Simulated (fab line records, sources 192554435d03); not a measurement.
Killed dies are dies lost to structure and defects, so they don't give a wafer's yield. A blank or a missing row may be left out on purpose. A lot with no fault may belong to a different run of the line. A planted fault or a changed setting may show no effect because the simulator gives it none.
fab line records -- flow n5Finfet
record: lots: 13, wafers: 39, lastDay: 17
route steps=1938 shown ILD0@342 PAD_METAL@1894 PASSIVATION@1909
lots with no fault: from the same line, run without faults
startH: hours from the record's opening day to when the first of the lot's shown wafers began -- waitH: hours from the lot's prior step to this one -- " unchanged from the row above -- L1.1+2: one row covering several wafers at once -- - no value, or no start given -- * or withheld: withheld -- < > ~ a bound
route shown NAME@n: a module of which the file shows steps, and the number in the route of the first -- usual: mean/standard deviation taken from wafers without a fault -- same: alike in all rows -- chamber/n: place in a boat -- sites: per-site readings -- _std_site: how widely they spread, as a standard deviation -- _edge_site: mean of outer sites minus mean of inner sites -- radiusMm: for every site, how far away it sits from the centre of the wafer -- mask NAME#n: copy n -- behind: the tool/chamber that last shaped the wafer -- hold: reason for holding the lot/hours on hold/outcome of the hold -- device: whichever transistor did not switch (one of n, p or np) -- end of line: tests run on the same wafers once the route is complete -- a step given without rows: its recipe and nothing more -- killed: at the first sort, the dies lost to defects and structure; wafer yield is something else -- map: a wafer's dies, x killed, . not, _ none there
set.NAME: setting as actually run; set.NAME@STEP: the setting as run at that earlier step -- model.NAME: the simulator's own value behind a step, which no gauge read
route steps across a sampled set of lots; one table per step, one row per wafer
services: from which hour (startH, from the record's first day; less than 0 if before it) a tool's chamber was out of use, for how many hours, and why
== steps ==
step: N5_ILD0_PRECLEAN_10
recipe: chemistry: NF3:NH3, afsCycles: 5, timeS: 20, tempC: 30, sublimationTempC: 180, sublimationTimeS: 60, pressureTorr: 3, rfPowerW: 30
lot.wafer,tool,chamber,startH,waitH
L192.2+3+4,remotePlasma-02,1,65.61,0.1
L193.1+2+5,remotePlasma-01,1,74.32,0.0
L194.1+2+3,remotePlasma-02,1,79.70,0.0
L195.2+3+6,remotePlasma-02,1,85.21,0.1
L196.1+4+5,remotePlasma-02,1,91.31,0.0
L197.2+3+6,remotePlasma-01,1,96.91,0.1
L198.1+3+6,remotePlasma-01,0,103.72,0.0
L199.2+3+5,remotePlasma-02,0,108.15,0.1
L200.1+2+6,remotePlasma-02,0,114.77,0.0
L202.1+2+3,remotePlasma-02,1,127.80,0.0
L205.1+4+5,remotePlasma-01,1,144.40,0.0
L213.2+5+6,remotePlasma-02,0,193.71,0.1
L214.1+4+6,remotePlasma-01,1,200.16,0.0
step: N5_PASSIVATION_PRE_CLEAN_19
recipe: gas: H2/He, timeS: *, tempC: *
usual: heaterPowerW: 451/53
lot.wafer,tool,chamber,startH,waitH,heaterPowerW
L193.1,pvdSputter-01,-,271.64,0.0,441
L193.2,pvdSputter-01,-,271.64,0.0,454
L193.5,pvdSputter-01,-,271.64,0.0,444
L192.2,pvdSputter-02,-,278.24,0.0,379
L192.3,pvdSputter-02,-,278.24,0.0,511
L192.4,pvdSputter-02,-,278.24,0.0,392
L194.1,pvdSputter-02,-,293.14,0.0,406
L194.2,pvdSputter-02,-,293.14,0.0,375
L194.3,pvdSputter-02,-,293.14,0.0,505
L195.2,pvdSputter-01,-,293.50,0.0,449
L195.3,pvdSputter-01,-,293.50,0.0,478
L195.6,pvdSputter-01,-,293.50,0.0,429
L197.2,pvdSputter-02,-,303.07,0.0,509
L197.3,pvdSputter-02,-,303.07,0.0,499
L197.6,pvdSputter-02,-,303.07,0.0,498
L196.1,pvdSputter-03,-,303.76,0.0,370
L196.4,pvdSputter-03,-,303.76,0.0,470
L196.5,pvdSputter-03,-,303.76,0.0,385
L198.1,pvdSputter-01,-,315.02,0.0,447
L198.3,pvdSputter-01,-,315.02,0.0,484
L198.6,pvdSputter-01,-,315.02,0.0,457
L200.1,pvdSputter-02,-,320.15,0.0,396
L200.2,pvdSputter-02,-,320.15,0.0,374
L200.6,pvdSputter-02,-,320.15,0.0,483
L199.2,pvdSputter-03,-,322.23,0.0,392
L199.3,pvdSputter-03,-,322.23,0.0,524
L199.5,pvdSputter-03,-,322.23,0.0,469
L202.1,pvdSputter-02,-,350.96,0.0,525
L202.2,pvdSputter-02,-,350.96,0.0,506
L202.3,pvdSputter-02,-,350.96,0.0,414
L205.1,pvdSputter-02,-,356.11,0.0,528
L205.4,pvdSputter-02,-,356.11,0.0,494
L205.5,pvdSputter-02,-,356.11,0.0,375
L213.2,pvdSputter-03,-,405.38,0.0,476
L213.5,pvdSputter-03,-,405.38,0.0,382
L213.6,pvdSputter-03,-,405.38,0.0,489
L214.1,pvdSputter-02,-,406.71,0.0,385
L214.4,pvdSputter-02,-,406.71,0.0,399
L214.6,pvdSputter-02,-,406.71,0.0,531
step: N5_PASSIVATION_AL_ETCH_33
recipe: chemistry: Cl2/BCl3, targetDepthA: 28000, overEtchFrac: 0.15, Cl2_flow_sccm: 180, bcl3FlowSccm: 60, target: Al, stopOn: TaN, timeS: 466.7, ionEnergyEv: 100, pressureMtorr: 10, icpW: 900, biasW: 100
usual: drypumpMotorCurrentA: 5.8/0.32, oesProductAu: 0.76/0.095, throttleValvePct: 34.1/0.38
lot.wafer,tool,chamber,startH,waitH,drypumpMotorCurrentA,oesProductAu,rfHoursCounterH,throttleValvePct
L193.1,rieMetal-02,1,272.55,0.1,5.5,0.86,4,34.1
L193.2,rieMetal-02,0,272.55,0.1,5.9,0.78,18,33.5
L193.5,rieMetal-02,0,272.55,0.1,5.8,0.79,-,33.5
L192.2,rieMetal-03,1,279.02,0.1,5.6,0.59,113,34.2
L192.3,rieMetal-03,1,279.02,0.1,5.6,0.58,-,34.2
L192.4,rieMetal-03,0,279.02,0.1,5.6,0.58,-,34.2
L194.1,rieMetal-01,1,293.92,0.1,5.5,0.79,14,34.8
L194.2,rieMetal-01,0,293.92,0.1,6.6,0.82,6,34.0
L194.3,rieMetal-01,1,293.92,0.1,5.6,0.78,-,34.8
L195.2,rieMetal-02,0,294.42,0.1,5.9,0.78,20,33.5
L195.3,rieMetal-02,0,294.42,0.1,5.9,0.78,-,33.5
L195.6,rieMetal-02,1,294.42,0.1,5.5,0.84,-,34.1
L197.2,rieMetal-02,0,303.98,0.1,5.9,0.77,21,33.5
L197.3,rieMetal-02,0,303.98,0.1,5.9,0.78,-,33.5
L197.6,rieMetal-02,0,303.98,0.1,5.9,0.77,-,33.5
L196.1,rieMetal-02,0,304.76,0.1,5.9,0.77,21,33.5
L196.4,rieMetal-02,0,304.76,0.1,5.9,0.76,-,33.5
L196.5,rieMetal-02,0,304.76,0.1,5.9,0.76,-,33.5
L198.1,rieMetal-03,0,315.94,0.1,5.6,0.57,115,34.3
L198.3,rieMetal-03,0,315.94,0.1,5.7,0.57,-,34.3
L198.6,rieMetal-03,0,315.94,0.1,5.6,0.57,-,34.3
L200.1,rieMetal-03,0,320.93,0.1,5.6,0.57,116,34.2
L200.2,rieMetal-03,0,320.93,0.1,5.6,0.58,-,34.2
L200.6,rieMetal-03,0,320.93,0.1,5.6,0.57,-,34.2
L199.2,rieMetal-01,0,323.14,0.1,6.5,0.81,8,34.0
L199.3,rieMetal-01,1,323.14,0.1,5.5,0.78,-,34.8
L199.5,rieMetal-01,1,323.14,0.1,5.5,0.77,-,34.8
L202.1,rieMetal-02,1,351.75,0.1,5.5,0.80,11,34.2
L202.2,rieMetal-02,0,351.75,0.1,5.9,0.77,25,33.5
L202.3,rieMetal-02,0,351.75,0.1,5.9,0.77,-,33.4
L205.1,rieMetal-03,1,357.09,0.1,5.6,0.86,3,34.4
L205.4,rieMetal-03,1,357.09,0.1,5.6,0.87,-,34.3
L205.5,rieMetal-03,1,357.09,0.1,5.6,0.86,-,34.3
L213.2,rieMetal-03,0,406.25,0.1,5.7,0.84,3,34.0
L213.5,rieMetal-03,1,406.25,0.1,5.6,0.82,-,34.4
L213.6,rieMetal-03,0,406.25,0.1,5.6,0.84,-,34.0
L214.1,rieMetal-01,0,407.72,0.1,6.6,0.78,16,34.0
L214.4,rieMetal-01,0,407.72,0.1,6.6,0.77,-,34.0
L214.6,rieMetal-01,1,407.72,0.1,5.5,0.75,-,34.8
step: N5_PASSIVATION_PROBE_49
usual: killed_at_M0_to_M3: 34/12, killed_at_M4_up: 12/4.9, killedAtContacts: 13/7.2, killedAtFrontEnd: 39/12, killedAtOther: 3.7/2.9, killedDies: 101/18, killedOpen: 67/14, killedShort: 33/7.2
same: grossDies: 1180, killedAtBackSide: 0
lot.wafer,tool,chamber,startH,waitH,killed_at_M0_to_M3,killed_at_M4_up,killedAtContacts,killedAtFrontEnd,killedAtOther,killedDies,killedOpen,killedShort
L192.2,prober-02,-,283.84,0.1,39,15,12,46,3,115,82,33
L192.3,prober-02,-,283.89,0.1,37,10,11,66,2,126,93,33
L192.4,prober-02,-,283.94,0.2,24,9,19,54,2,108,71,35
L197.2,prober-01,-,309.12,0.1,46,10,5,47,3,111,68,43
L197.3,prober-01,-,309.17,0.1,38,8,10,41,1,98,62,36
L197.6,prober-01,-,309.32,0.3,35,11,11,44,3,104,67,37
L196.1,prober-02,-,309.86,0.0,29,16,14,25,1,85,58,27
L196.4,prober-02,-,310.01,0.2,34,9,8,29,1,81,53,28
L196.5,prober-02,-,310.06,0.2,41,9,16,30,0,96,71,25
L198.1,prober-02,-,321.68,0.0,27,17,18,31,6,99,63,35
L198.3,prober-02,-,321.78,0.1,22,12,26,41,1,102,67,34
L198.6,prober-02,-,321.93,0.3,33,11,22,20,2,88,53,35
L199.2,prober-02,-,329.13,0.1,22,15,11,46,5,99,70,25
L199.5,prober-02,-,329.28,0.2,39,17,5,25,0,86,58,27
L202.1,prober-02,-,356.61,0.0,21,20,4,169,0,214,57,22
L202.2,prober-02,-,356.66,0.1,32,14,16,175,3,240,69,32
L202.3,prober-02,-,356.71,0.1,17,19,16,176,4,232,57,23
L205.1,prober-02,-,362.32,0.0,25,15,15,54,1,110,66,44
L205.4,prober-02,-,362.47,0.2,30,11,9,34,1,85,46,37
L205.5,prober-02,-,362.52,0.2,14,11,4,43,4,76,51,25
killed by level:class
L192.2 FIN_SAQP:geometricParticle:open=17 BEOL_M3:geometricParticle:open=11 STI_FIN_REVEAL:geometricParticle:open=10 MOL_CONTACT_COAG:geometricParticle:open=9 BEOL_M0_SAQP:geometricParticle:short=9 BEOL_M0_SAQP:geometricParticle:open=7 FIN_SAQP:geometricParticle:short=4 DUMMY_GATE:geometricParticle:open=4
L192.3 FIN_SAQP:geometricParticle:open=17 BEOL_M2:geometricParticle:open=13 STI_FIN_REVEAL:geometricParticle:open=11 FIN_SAQP:geometricParticle:short=10 DUMMY_GATE:geometricParticle:open=8 MOL_CONTACT_COAG:geometricParticle:open=7 BEOL_M3:geometricParticle:open=7 GATE_CUT:geometricParticle:open=6
L192.4 FIN_SAQP:geometricParticle:short=18 FIN_SAQP:geometricParticle:open=18 MOL_CONTACT_COAG:geometricParticle:open=15 BEOL_M2:geometricParticle:open=8 BEOL_M3:geometricParticle:open=6 MOL_CONTACT_COAG:geometricParticle:short=4 DUMMY_GATE:geometricParticle:open=3 BEOL_M0_SAQP:geometricParticle:open=3
L197.2 STI_FIN_REVEAL:geometricParticle:open=14 BEOL_M0_SAQP:geometricParticle:open=13 BEOL_M3:geometricParticle:open=10 FIN_SAQP:geometricParticle:short=7 FIN_SAQP:geometricParticle:open=6 BEOL_M0_SAQP:geometricParticle:short=6 GATE_CUT:geometricParticle:short=5 BEOL_M2:geometricParticle:short=5
L197.3 BEOL_M0_SAQP:geometricParticle:open=10 FIN_SAQP:geometricParticle:short=9 MOL_CONTACT_COAG:geometricParticle:open=8 STI_FIN_REVEAL:geometricParticle:open=7 BEOL_M3:geometricParticle:open=7 BEOL_M0_SAQP:geometricParticle:short=6 GATE_CUT:geometricParticle:short=5 FIN_SAQP:geometricParticle:open=4
L197.6 BEOL_M0_SAQP:geometricParticle:open=11 STI_FIN_REVEAL:geometricParticle:open=9 MOL_CONTACT_COAG:geometricParticle:open=9 GATE_CUT:geometricParticle:short=8 BEOL_M0_SAQP:geometricParticle:short=7 BEOL_M3:geometricParticle:open=6 FIN_SAQP:geometricParticle:open=5 BEOL_M4:geometricParticle:open=5
L196.1 MOL_CONTACT_COAG:geometricParticle:open=13 BEOL_M0_SAQP:geometricParticle:short=9 BEOL_M4:geometricParticle:open=8 BEOL_M0_SAQP:geometricParticle:open=5 STARTING-WAFER:geometricParticle:open=5 FIN_SAQP:geometricParticle:open=4 BEOL_M1:geometricParticle:open=4 STI_FIN_REVEAL:geometricParticle:open=3
L196.4 BEOL_M0_SAQP:geometricParticle:open=16 BEOL_M0_SAQP:geometricParticle:short=8 MOL_CONTACT_COAG:geometricParticle:open=7 GATE_CUT:geometricParticle:short=6 GATE_CUT:geometricParticle:open=6 DUMMY_GATE:geometricParticle:open=5 STI_FIN_REVEAL:geometricParticle:open=4 FIN_SAQP:geometricParticle:short=2
L196.5 BEOL_M2:geometricParticle:open=13 MOL_CONTACT_COAG:geometricParticle:open=13 BEOL_M0_SAQP:geometricParticle:open=13 FIN_SAQP:geometricParticle:open=12 BEOL_M0_SAQP:geometricParticle:short=6 GATE_CUT:geometricParticle:short=5 STI_FIN_REVEAL:geometricParticle:open=4 DUMMY_GATE:geometricParticle:open=4
L198.1 MOL_CONTACT_COAG:geometricParticle:open=16 FIN_SAQP:geometricParticle:open=10 FIN_SAQP:geometricParticle:short=8 BEOL_M0_SAQP:geometricParticle:open=7 BEOL_M4:geometricParticle:short=6 BEOL_M0_SAQP:geometricParticle:short=5 BEOL_M4:geometricParticle:open=5 DUMMY_GATE:geometricParticle:open=4
L198.3 MOL_CONTACT_COAG:geometricParticle:open=21 FIN_SAQP:geometricParticle:short=7 STI_FIN_REVEAL:geometricParticle:open=7 DUMMY_GATE:geometricParticle:open=7 FIN_SAQP:geometricParticle:open=5 MOL_CONTACT_COAG:geometricParticle:short=5 GATE_CUT:geometricParticle:short=5 BEOL_M1:geometricParticle:open=5
L198.6 MOL_CONTACT_COAG:geometricParticle:open=17 BEOL_M0_SAQP:geometricParticle:open=7 BEOL_M3:geometricParticle:open=7 FIN_SAQP:geometricParticle:open=6 MOL_CONTACT_COAG:geometricParticle:short=5 GATE_CUT:geometricParticle:short=4 BEOL_M0_SAQP:geometricParticle:short=4 BEOL_M0:geometricParticle:open=4
L199.2 FIN_SAQP:geometricParticle:open=16 BEOL_M2:geometricParticle:open=9 MOL_CONTACT_COAG:geometricParticle:open=7 BEOL_M4:geometricParticle:open=5 BEOL_M3:geometricParticle:open=5 DUMMY_GATE:geometricParticle:open=4 ILD0:geometricParticle:short=4 ILD0:geometricParticle:open=4
L199.5 BEOL_M2:geometricParticle:open=12 BEOL_M3:geometricParticle:open=10 BEOL_M0_SAQP:geometricParticle:short=8 FIN_SAQP:geometricParticle:short=7 BEOL_M4:geometricParticle:open=6 MOL_CONTACT_COAG:geometricParticle:open=5 DUMMY_GATE:geometricParticle:open=4 BEOL_M2:geometricParticle:short=4
L202.1 ILD0:unspecified=134 BEOL_M1:geometricParticle:open=12 BEOL_M4:geometricParticle:open=11 FIN_SAQP:geometricParticle:open=8 GATE_CUT:geometricParticle:short=6 DUMMY_GATE:geometricParticle:open=5 FIN_SAQP:geometricParticle:short=4 STI_FIN_REVEAL:geometricParticle:open=4
L202.2 ILD0:unspecified=137 MOL_CONTACT_COAG:geometricParticle:open=11 BEOL_M0_SAQP:geometricParticle:short=11 BEOL_M4:geometricParticle:open=10 FIN_SAQP:geometricParticle:open=8 BEOL_M0_SAQP:geometricParticle:open=7 STI_FIN_REVEAL:geometricParticle:open=6 BEOL_M1:geometricParticle:open=6
L202.3 ILD0:unspecified=152 MOL_CONTACT_COAG:geometricParticle:open=14 BEOL_M4:geometricParticle:open=10 STI_FIN_REVEAL:geometricParticle:open=8 GATE_CUT:geometricParticle:short=5 BEOL_M0_SAQP:geometricParticle:short=5 BEOL_M3:geometricParticle:open=5 BEOL_M5:geometricParticle:open=4
L205.1 FIN_SAQP:geometricParticle:open=13 FIN_SAQP:geometricParticle:short=12 STI_FIN_REVEAL:geometricParticle:open=9 MOL_CONTACT_COAG:geometricParticle:open=9 BEOL_M4:geometricParticle:open=7 MOL_CONTACT_COAG:geometricParticle:short=6 BEOL_M0_SAQP:geometricParticle:short=6 BEOL_M0_SAQP:geometricParticle:open=6
L205.4 BEOL_M0_SAQP:geometricParticle:short=13 FIN_SAQP:geometricParticle:open=7 MOL_CONTACT_COAG:geometricParticle:open=7 FIN_SAQP:geometricParticle:short=6 BEOL_M0_SAQP:geometricParticle:open=5 STI_FIN_REVEAL:geometricParticle:open=4 BEOL_M2:geometricParticle:open=4 BEOL_M4:geometricParticle:open=4
L205.5 FIN_SAQP:geometricParticle:open=18 FIN_SAQP:geometricParticle:short=8 BEOL_M3:geometricParticle:open=7 GATE_CUT:geometricParticle:short=4 BEOL_M10:geometricParticle:open=4 STI_FIN_REVEAL:geometricParticle:open=3 MOL_CONTACT_COAG:geometricParticle:open=3 SPACER0:geometricParticle:short=2
== services ==
tool,chamber,startH,hours,kind
pvdSputter-02,-,50.77,0.7,repair
rieMetal-02,-,56.25,2.8,pm
rieMetal-02,0,67.34,-,clean
rieMetal-02,0,67.34,32.1,scheduledDown
rieMetal-02,0,67.34,32.1,ventCycle
pvdSputter-02,-,88.10,1.0,repair
rieMetal-02,1,118.02,13.9,repair
rieMetal-01,1,135.54,-,clean
rieMetal-01,1,135.54,17.4,scheduledDown
rieMetal-01,1,135.54,17.4,ventCycle
pvdSputter-01,-,151.43,3.4,repair
rieMetal-03,-,168.61,0.6,repair
rieMetal-01,-,179.17,2.1,repair
rieMetal-02,1,196.55,-,clean
rieMetal-02,1,196.55,16.0,scheduledDown
rieMetal-02,1,196.55,16.0,ventCycle
remotePlasma-01,-,231.00,0.2,repair
rieMetal-02,-,243.73,5.6,repair
remotePlasma-01,-,284.95,0.1,repair
rieMetal-03,1,303.09,-,clean
rieMetal-03,1,303.09,27.4,scheduledDown
rieMetal-03,1,303.09,27.4,ventCycle
rieMetal-01,1,308.47,4.1,repair
rieMetal-03,0,345.90,13.0,repair
== key ==
firstSign: step: N5_PASSIVATION_PROBE_49, reading: killedAtFrontEnd, direction: up, sigmas: 11, usual: 39, struck: 173
effect: step: N5_PASSIVATION_PROBE_49, reading: killedDies, direction: up, sigmas: 7.3, usual: 101, struck: 229
moreKillsBornAt: N5_ILD0_PRECLEAN_10@remotePlasma-02: 423
metAt N5_ILD0_PRECLEAN_10
struckLots L202
struckWafers L202.1,L202.2,L202.3
testerLeftOut L202
notActingAt N5_PASSIVATION_PRE_CLEAN_19,N5_PASSIVATION_AL_ETCH_33
onsetBetween 91.31 127.80
fault: kind: chamberParticleSource, tool: remotePlasma-02, chamber: 1, onsetH: 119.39, steps: N5_ILD0_PRECLEAN_10, ratePerVisitCm2: 1.0917, endH: 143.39
testerLeftOut: of these lots the tester's yield and bins aren't shown, on N5 and GAA mostly nor the transistor test; their killed dies are dies lost to structure and defects alone, not to doping, threshold or leakage, so they don't give the yield
